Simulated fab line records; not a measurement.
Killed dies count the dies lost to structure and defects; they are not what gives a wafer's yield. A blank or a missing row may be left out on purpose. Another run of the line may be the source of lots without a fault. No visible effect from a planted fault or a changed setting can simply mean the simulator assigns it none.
Split-lot study | flow n5Finfet | on a route of 1938 steps: 7 lots, 21 wafers read

## THE SPLIT ITSELF
At N5_BEOL_M2_PECVD_72 (deposits SiO2 from TEOS/O2, target thk 16 nm, time 18 s), the setting timeS was moved away from the recipe's 18 s on 9 of the 21 wafers read, by -11.9% to +8.2%. The other wafers ran this setting at the recipe's value.

The reading comes from the split's own step.

## THE READING
SiO2_of_BEOL_M2_PECVD_72.thkNm (the simulator's own value, which no gauge read), in nm, at N5_BEOL_M2_PECVD_72 (deposits SiO2 from TEOS/O2, target thk 16 nm, time 18 s). The file does not state a usual value for it. The 12 wafers here that ran the recipe average 16.0 nm, standard deviation 0.19 nm.

wafer  | tool, chamber at the split | timeS as run, s | against the recipe | SiO2_of_BEOL_M2_PECVD_72.thkNm, nm | against lot-mates on the recipe
L078.1 | pecvd-04, 2,1              | 15.86           | -11.9%             | 14.2                               | -2.0
L078.4 | pecvd-04, 2,1              | 15.86           | -11.9%             | 14.2                               | -2.0
L078.5 | pecvd-04, 2                | 18              | recipe             | 16.2                               | -
L081.2 | pecvd-04, 2                | 18              | recipe             | 15.8                               | -
L081.3 | pecvd-04, 1                | 18              | recipe             | 16                                 | -
L081.5 | pecvd-04, 0                | 18              | recipe             | 16.2                               | -
L080.3 | pecvd-04, 2                | 18              | recipe             | 16                                 | -
L080.4 | pecvd-04, 2,0              | 16.55           | -8.1%              | 14.8                               | -1.2
L080.6 | pecvd-04, 2,0              | 16.55           | -8.1%              | 14.8                               | -1.2
L088.1 | pecvd-03, 0                | 18              | recipe             | 16                                 | -
L088.3 | pecvd-03, 1                | 18              | recipe             | 16.2                               | -
L088.5 | pecvd-03, 1                | 16.74           | -7.0%              | 15.2                               | -0.9
L091.1 | pecvd-03, 0,2              | 18              | recipe             | 15.8                               | -
L091.2 | pecvd-03, 0,2              | 18              | recipe             | 15.8                               | -
L091.6 | pecvd-03, 0                | 18              | recipe             | 16                                 | -
L093.1 | pecvd-01, 0                | 18              | recipe             | 15.6                               | -
L093.2 | pecvd-01, 1,0              | 17.23           | -4.3%              | 15.4                               | -0.2
L093.4 | pecvd-01, 1,0              | 17.23           | -4.3%              | 15.4                               | -0.2
L096.2 | pecvd-04, 0                | 19.48           | +8.2%              | 17.2                               | +1.0
L096.5 | pecvd-04, 1                | 19.48           | +8.2%              | 17.4                               | +1.2
L096.6 | pecvd-04, 0                | 18              | recipe             | 16.2                               | -
The file does not say which wafer passed through which chamber wherever a row lists several chambers: such a row stands for several wafers.

THE FIT
A straight line over all 21 wafers: SiO2_of_BEOL_M2_PECVD_72.thkNm changes by +0.149 nm for each +1% of timeS; r = +0.98; the points scatter about the line by 0.17 nm.
The same after taking each lot's own level away (the mean of its wafers on the recipe; 21 wafers): +0.148 nm for each +1%; r = +0.97; scatter 0.19 nm.
That fit puts the effect of the largest move of timeS on the reading at 1.8 nm.
From 15.60 to 16.20 nm: that is the span of the lots' own levels, equal to 3.1 times the standard deviation above.
Consequently the slope shifts little with the lot-to-lot level, the two slopes agreeing.
Check: with one of the wafers moved furthest among these (-11.9%) left out of the fit, the line predicts -1.67 nm for it against its lot-mates. Against them it came out at -2 nm.

## OTHER SPLITS ON THESE WAFERS
Other splits were also applied to these wafers ahead of the reading. Each is held against what the fit with the lots' levels taken away leaves over:
other split on the same wafers      | wafers away from the commonest value | r with SiO2_of_BEOL_M2_PECVD_72.thkNm (lot level and that fit taken away)
N5_MOL_CONTACT_COAG_COAT_76 spinRpm | 7                                    | -0.44
N5_BEOL_M0_SAQP_ILD_DEP_01 timeS    | 8                                    | +0.14
N5_BEOL_M0_SAQP_PECVD_97 timeS      | 6                                    | -0.03
N5_BEOL_M0_CUTY_COAT_50 spinRpm     | 11                                   | +0.26
N5_BEOL_M1_ILD_DEP_00 timeS         | 7                                    | +0.39
N5_BEOL_M1_COAT_61 spinRpm          | 7                                    | +0.36
N5_BEOL_M2_ILD_DEP_00 timeS         | 7                                    | +0.33

## FILE'S OWN FIT
SiO2_of_BEOL_M2_PECVD_72.thkNm changes by +0.146 nm for each +1% of timeS, r = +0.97.
